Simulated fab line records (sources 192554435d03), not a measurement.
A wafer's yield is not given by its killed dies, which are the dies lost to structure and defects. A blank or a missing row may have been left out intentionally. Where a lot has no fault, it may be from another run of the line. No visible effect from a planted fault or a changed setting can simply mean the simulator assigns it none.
fab line records	flow n5-finfet	part 2 of 2: steps 5 to 6 of 6
[record] lots = 23	wafers = 69	last-day = 17
route steps=1938 shown BEOL_M4@1070 BEOL_M5@1128
lots untouched by any fault: they come from a run of this same line in which no faults occurred
start-h: start of the lot's first displayed wafer, in hours after the record's first day	wait-h: hours since the lot's step before	" identical to the entry in the row above	L1.1+2: a single row standing in for several wafers	- no value, or no start given	* or withheld: withheld	< > ~ a bound
route shown NAME@n: NAME is a module with steps in the file, n the number in the route of the first one	usual: mean and standard deviation over wafers with no fault	same: alike in all rows	chamber/n: place in a boat	sites: per-site readings	_std_site: standard deviation of those values	_edge_site: inner sites' mean taken away from outer sites' mean	radius-mm: how far each site lies from the wafer's centre	mask NAME#n: copy n	behind: the most recent tool/chamber to have shaped the wafer	hold: reason for holding the lot/hours on hold/outcome of the hold	device: the n, p or np transistor that did not switch	end of line: the same wafers' tests at the end of the route	step lacking rows: just its recipe	killed: dies that structure and defects cost at the first sort, which is not the same as the wafer's yield	map: the dies of a wafer, with x for killed, . for not killed, _ for no die there
set.NAME: the setting as run; set.NAME@STEP: as run at that earlier step	model.NAME: the simulator's own value behind a step, which no gauge read
a sample of lots followed through the steps of the route, with each step as a table and each wafer as a row
services: a tool's chamber out of use, with start hour (start-h, from the record's first day; less than 0 if before it), hours out, and reason
[[steps]]
[step N5_BEOL_M5_DESCUM_16]
[recipe] chemistry = O2	time-s = 7	source-power-w = 50	bias-power-w = 20	pressure-mtorr = 20	rf-frequency-hz = 2.712e+07	temp-c = 40	resist = CAR-EUV	o2-flow-sccm = 225
[usual] drypump-motor-current-A = 5.5/0.41	o2-flow-sccm = 225.1/0.7	oes-product-au = 0.79/0.067	rf-vpp-V = 243.2/1.5	showerhead-plenum-p-Torr = 2.10/0.091	throttle-valve-pct = 20.33/0.19
lot.wafer	tool	chamber	start-h	wait-h	drypump-motor-current-A	o2-flow-sccm	oes-product-au	rf-hours-counter-h	rf-vpp-V	showerhead-plenum-p-Torr	throttle-valve-pct
L074.1	rie-diel-02	1	160.83	0.4	6.0	224.2	0.80	140	242.1	1.99	19.98
L074.2	"	0	"	"	5.1	224.4	0.74	164	243.0	2.10	20.49
L074.4	"	2	"	"	5.9	224.6	0.73	196	243.5	2.06	20.48
L076.1	rie-diel-06	2	177.29	0.0	5.4	224.6	0.82	89	243.6	2.23	20.45
L076.2	"	3	"	"	5.9	225.6	0.79	138	240.1	1.93	20.07
L076.4	"	1	"	"	4.7	225.4	0.68	232	242.7	2.07	20.50
L075.3	rie-diel-06	3	178.81	0.0	5.9	225.5	0.79	139	241.3	1.92	20.07
L075.4	"	2	"	"	5.4	224.8	0.83	90	246.1	2.23	20.44
L075.6	"	2	"	"	5.4	225.8	0.83	-	244.3	2.23	20.44
L077.1	rie-diel-02	3	185.04	0.0	5.5	224.4	0.74	151	243.9	2.17	20.32
L077.2	"	2	"	"	5.9	225.0	0.72	203	242.0	2.06	20.48
L077.5	"	1	"	"	6.0	225.8	0.78	-	241.1	1.99	20.00
L078.2	rie-diel-02	0	192.64	0.1	5.0	224.8	0.74	174	242.8	2.10	20.51
L078.3	"	1	"	"	6.0	224.8	0.78	151	241.9	1.99	20.01
L078.5	"	0	"	"	5.0	226.5	0.73	-	243.3	2.10	20.50
L079.1	rie-diel-02	2	198.72	0.0	5.9	223.7	0.72	206	241.3	2.05	20.51
L079.2	"	1	"	"	6.0	225.6	0.78	152	240.5	1.99	20.00
L079.6	"	0	"	"	5.0	223.6	0.74	-	242.4	2.10	20.49
L080.1	rie-diel-06	3	204.07	0.0	5.9	226.4	0.78	146	240.1	1.92	20.08
L080.2	"	2	"	"	5.4	227.3	0.82	97	244.9	2.23	20.45
L080.4	"	1	"	"	4.7	224.3	0.67	239	242.7	2.06	20.52
L081.2	rie-diel-05	1	205.53	0.0	5.8	224.9	0.88	46	243.7	2.15	20.58
L081.3	"	2	"	"	5.1	225.5	0.83	74	245.5	2.21	20.34
L081.6	"	1	"	"	5.8	224.5	0.89	-	243.2	2.14	20.56
L082.1	rie-diel-06	0	211.38	0.1	5.6	224.3	0.92	23	244.8	2.11	20.06
L082.2	"	3	"	"	5.9	226.7	0.78	149	241.4	1.92	20.09
L082.6	"	3	"	"	5.9	225.7	0.79	-	241.8	1.92	20.11
L083.1	rie-diel-05	2	219.65	0.2	5.1	224.5	0.82	78	244.0	2.21	20.34
L083.2	"	0	"	"	6.0	226.3	0.82	82	243.7	2.11	20.29
L083.5	"	1	"	"	5.8	225.0	0.87	-	243.5	2.14	20.57
L084.2	rie-diel-06	3	227.83	0.1	5.9	224.7	0.78	154	241.9	1.92	20.09
L084.4	"	2	"	"	5.4	226.0	0.82	105	245.1	2.23	20.47
L084.5	"	2	"	"	5.4	226.4	0.82	-	246.3	2.23	20.46
L085.1	rie-diel-05	3	231.34	0.2	5.2	225.3	0.81	61	244.8	2.13	20.42
L085.3	"	2	"	"	5.1	225.6	0.80	81	244.0	2.21	20.35
L085.5	"	0	"	"	6.0	224.2	0.81	-	241.6	2.11	20.32
L086.1	rie-diel-05	3	238.55	0.0	5.2	226.3	0.81	63	244.2	2.13	20.43
L086.4	"	1	"	"	5.9	224.7	0.87	56	243.8	2.14	20.58
L086.5	"	2	"	"	5.1	224.7	0.81	-	244.5	2.21	20.36
L087.1	rie-diel-06	0	248.31	0.3	5.6	224.7	0.91	35	244.8	2.11	20.07
L087.4	"	0	"	"	5.7	224.0	0.92	-	242.6	2.11	20.08
L087.5	"	3	"	"	5.9	224.8	0.78	-	240.7	1.92	20.12
L088.1	rie-diel-06	2	255.05	0.1	5.4	224.7	0.81	116	244.5	2.22	20.50
L088.3	"	0	"	"	5.7	224.7	0.90	39	244.4	2.11	20.08
L088.6	"	0	"	"	5.7	226.5	0.90	-	242.9	2.11	20.08
L089.3	rie-diel-02	1	255.23	0.0	6.0	224.7	0.77	169	241.5	1.98	20.02
L089.4	"	0	"	"	5.0	224.6	0.72	193	243.0	2.09	20.52
L089.6	"	3	"	"	5.5	225.7	0.73	-	243.1	2.16	20.35
L090.4	rie-diel-02	1	261.83	0.0	6.0	223.9	0.77	171	241.8	1.98	20.02
L090.5	"	3	"	"	5.5	224.8	0.73	-	243.2	2.16	20.38
L090.6	"	0	"	"	5.1	225.8	0.72	-	241.6	2.09	20.54
L091.2	rie-diel-06	3	263.15	0.0	5.9	223.8	0.78	166	241.7	1.92	20.12
L091.3	"	0	"	"	5.6	224.3	0.90	41	242.6	2.11	20.09
L091.5	"	3	"	"	5.9	224.8	0.77	-	239.6	1.92	20.11
L093.1	rie-diel-05	0	280.90	0.1	6.1	225.0	0.79	99	243.6	2.10	20.33
L093.5	"	0	"	"	6.1	225.0	0.80	-	244.2	2.10	20.31
L093.6	"	3	"	"	5.2	224.6	0.80	-	242.5	2.13	20.44
L094.2	rie-diel-06	3	289.44	0.5	5.9	224.9	0.76	171	240.5	1.91	20.12
L094.4	"	1	"	"	4.7	225.2	0.93	9	241.9	2.06	20.10
L094.6	"	0	"	"	5.7	225.0	0.88	-	243.2	2.11	20.09
L095.1	rie-diel-02	0	297.72	0.0	5.1	224.6	0.72	206	241.9	2.09	20.56
L095.3	"	2	"	"	5.9	224.9	0.70	238	243.1	2.04	20.56
L095.5	"	1	"	"	6.0	224.1	0.75	-	242.0	1.98	20.05
L097.2	rie-diel-06	0	304.87	0.1	5.6	225.1	0.88	54	243.9	2.10	20.12
L097.3	"	1	"	"	4.7	224.9	0.92	14	241.6	2.06	20.12
L097.4	"	2	"	"	5.4	224.9	0.78	130	243.8	2.22	20.50
L096.2	rie-diel-05	0	306.30	0.3	6.1	224.7	0.79	108	243.7	2.10	20.36
L096.4	"	2	"	"	5.1	224.8	0.79	104	244.6	2.20	20.38
L096.6	"	0	"	"	6.1	224.8	0.79	-	242.6	2.10	20.35
[step N5_BEOL_M5_ETCH_41]
[recipe] chemistry = CH3F/O2	target = SiCN	target-depth-a = 315	taper-deg = 2	time-s = 56.7	ion-energy-ev = 120	mask-material = TiN	pressure-mtorr = 30	source-w = 395	bias-w = 75	Ar_flow_sccm = 150	CH3F_flow_sccm = 30	O2_flow_sccm = 20
[usual] drypump-motor-current-A = 5.5/0.4	oes-product-au = 0.80/0.069	rf-vpp-V = 297.6/1.6	showerhead-plenum-p-Torr = 2.02/0.068	throttle-valve-pct = 16.24/0.15
lot.wafer	tool	chamber	start-h	wait-h	drypump-motor-current-A	oes-product-au	rf-hours-counter-h	rf-vpp-V	showerhead-plenum-p-Torr	throttle-valve-pct
L074.1	rie-diel-05	3	-	-	5.2	0.85	40	298.0	2.04	16.14
L074.2	"	1	"	"	5.9	0.89	33	298.0	2.06	16.36
L074.4	"	0	"	"	6.0	0.83	64	299.1	2.02	16.17
L076.1	rie-diel-02	2	-	-	5.9	0.72	200	297.5	1.97	16.44
L076.2	"	0	"	"	5.0	0.74	170	296.0	2.01	16.39
L076.4	"	3	"	"	5.5	0.73	149	299.2	2.08	16.31
L075.3	rie-diel-06	2	-	-	5.4	0.83	91	300.8	2.10	16.16
L075.4	"	3	"	"	5.9	0.78	139	294.8	1.85	16.03
L075.6	"	2	"	"	5.4	0.83	-	299.3	2.10	16.16
L077.1	rie-diel-05	2	-	-	5.1	0.84	70	300.6	2.10	16.06
L077.2	"	1	"	"	5.8	0.88	41	298.1	2.06	16.35
L077.5	"	1	"	"	5.9	0.88	-	297.8	2.06	16.35
L078.2	rie-diel-05	3	-	-	5.2	0.85	50	298.0	2.03	16.16
L078.3	"	1	"	"	5.9	0.87	43	299.0	2.06	16.37
L078.5	"	3	"	"	5.2	0.85	-	297.5	2.03	16.16
L079.1	rie-diel-06	0	-	-	5.7	0.93	20	298.7	2.04	16.01
L079.2	"	3	"	"	5.9	0.78	145	293.5	1.85	16.06
L079.6	"	0	"	"	5.7	0.93	-	298.7	2.04	16.04
L080.1	rie-diel-02	1	-	-	6.0	0.77	154	295.1	1.93	16.12
L080.2	"	0	"	"	5.0	0.73	179	295.8	2.00	16.39
L080.4	"	2	"	"	5.9	0.71	208	296.6	1.97	16.44
L081.2	rie-diel-06	2	-	-	5.4	0.83	98	299.4	2.10	16.17
L081.3	"	3	"	"	5.9	0.78	147	294.1	1.85	16.06
L081.6	"	3	"	"	5.9	0.79	-	294.8	1.85	16.06
L082.1	rie-diel-06	1	-	-	4.7	0.68	242	297.3	1.96	16.43
L082.2	"	3	"	"	5.9	0.78	149	293.9	1.85	16.04
L082.6	"	0	"	"	5.7	0.91	-	298.0	2.04	16.04
L083.1	rie-diel-05	1	-	-	5.8	0.85	51	298.0	2.06	16.39
L083.2	"	3	"	"	5.2	0.82	58	297.2	2.03	16.18
L083.5	"	1	"	"	5.9	0.85	-	298.0	2.06	16.38
L084.2	rie-diel-05	0	-	-	6.1	0.81	83	298.7	2.01	16.20
L084.4	"	2	"	"	5.1	0.82	81	300.7	2.10	16.10
L084.5	"	3	"	"	5.2	0.83	-	298.0	2.03	16.17
L085.1	rie-diel-05	2	-	-	5.1	0.82	83	299.2	2.10	16.11
L085.3	"	1	"	"	5.8	0.85	56	298.2	2.06	16.40
L085.5	"	0	"	"	6.0	0.81	-	297.2	2.01	16.21
L086.1	rie-diel-02	2	-	-	5.9	0.70	218	297.1	1.97	16.46
L086.4	"	3	"	"	5.5	0.74	167	298.6	2.08	16.36
L086.5	"	1	"	"	6.0	0.76	-	295.3	1.92	16.15
L087.1	rie-diel-05	3	-	-	5.2	0.82	66	297.8	2.03	16.19
L087.4	"	1	"	"	5.8	0.84	60	297.0	2.05	16.40
L087.5	"	1	"	"	5.8	0.85	-	298.6	2.05	16.39
L088.1	rie-diel-06	3	-	-	5.9	0.78	164	293.9	1.84	16.09
L088.3	"	0	"	"	5.6	0.90	39	297.3	2.03	16.05
L088.6	"	0	"	"	5.6	0.90	-	296.8	2.03	16.06
L089.3	rie-diel-05	2	-	-	5.1	0.82	90	298.2	2.09	16.13
L089.4	"	3	"	"	5.2	0.82	69	298.2	2.03	16.20
L089.6	"	2	"	"	5.1	0.81	-	298.6	2.09	16.13
L090.4	rie-diel-06	0	-	-	5.7	0.89	41	297.3	2.03	16.07
L090.5	"	1	"	"	4.7	0.97	-	297.4	1.96	15.96
L090.6	"	0	"	"	5.7	0.88	-	296.2	2.03	16.06
L091.2	rie-diel-05	1	-	-	5.9	0.84	65	297.5	2.05	16.41
L091.3	"	0	"	"	6.0	0.81	94	298.3	2.01	16.22
L091.5	"	3	"	"	5.2	0.81	-	297.9	2.03	16.20
L093.1	rie-diel-05	1	-	-	5.8	0.84	71	295.5	2.05	16.42
L093.5	"	2	"	"	5.1	0.80	-	300.3	2.09	16.15
L093.6	"	1	"	"	5.8	0.84	-	297.9	2.05	16.41
L094.2	rie-diel-02	2	-	-	5.9	0.70	236	297.0	1.96	16.51
L094.4	"	0	"	"	5.1	0.71	205	296.0	1.99	16.44
L094.6	"	2	"	"	5.9	0.69	-	295.4	1.96	16.51
L095.1	rie-diel-02	2	-	-	5.9	0.69	238	297.0	1.96	16.49
L095.3	"	3	"	"	5.5	0.71	185	297.5	2.07	16.40
L095.5	"	0	"	"	5.0	0.71	-	298.3	1.99	16.43
L097.2	rie-diel-02	1	-	-	6.0	0.74	186	295.1	1.92	16.16
L097.3	"	2	"	"	5.9	0.68	240	297.3	1.96	16.48
L097.4	"	3	"	"	5.5	0.72	187	300.6	2.07	16.38
L096.2	rie-diel-02	2	-	-	5.9	0.68	240	296.4	1.96	16.51
L096.4	"	3	"	"	5.5	0.71	188	297.1	2.07	16.37
L096.6	"	2	"	"	5.9	0.68	-	297.3	1.96	16.50
[[services]]
tool	chamber	start-h	hours	kind
rie-diel-01	2	133.21	-	clean
rie-diel-01	2	133.21	-	consumable-replace:focus-ring
rie-diel-02	3	135.96	8.7	repair
cmp-01	-	151.31	0.8	repair
cmp-01	-	156.57	4.0	pm
rie-diel-03	0	159.33	1.3	repair
cmp-01	-	180.06	2.0	repair
rie-diel-04	-	180.48	69.8	repair
rie-diel-03	1	185.26	8.8	repair
cmp-02	-	193.29	4.0	pm
rie-diel-03	3	194.43	6.1	repair
cmp-02	-	197.29	14.1	pm
rie-diel-05	2	208.68	3.8	repair
cmp-03	-	219.65	3.2	repair
rie-diel-05	0	221.63	2.8	repair
rie-diel-06	1	237.52	-	clean
rie-diel-06	1	237.52	-	consumable-replace:focus-ring
rie-diel-06	1	237.52	21.4	scheduled-down
rie-diel-06	1	237.52	21.4	vent-cycle
cmp-01	-	259.28	1.8	repair
rie-diel-06	3	272.94	8.2	repair
rie-diel-05	2	292.50	6.9	repair
cmp-03	-	297.03	4.0	pm
rie-diel-01	2	299.64	2.8	repair
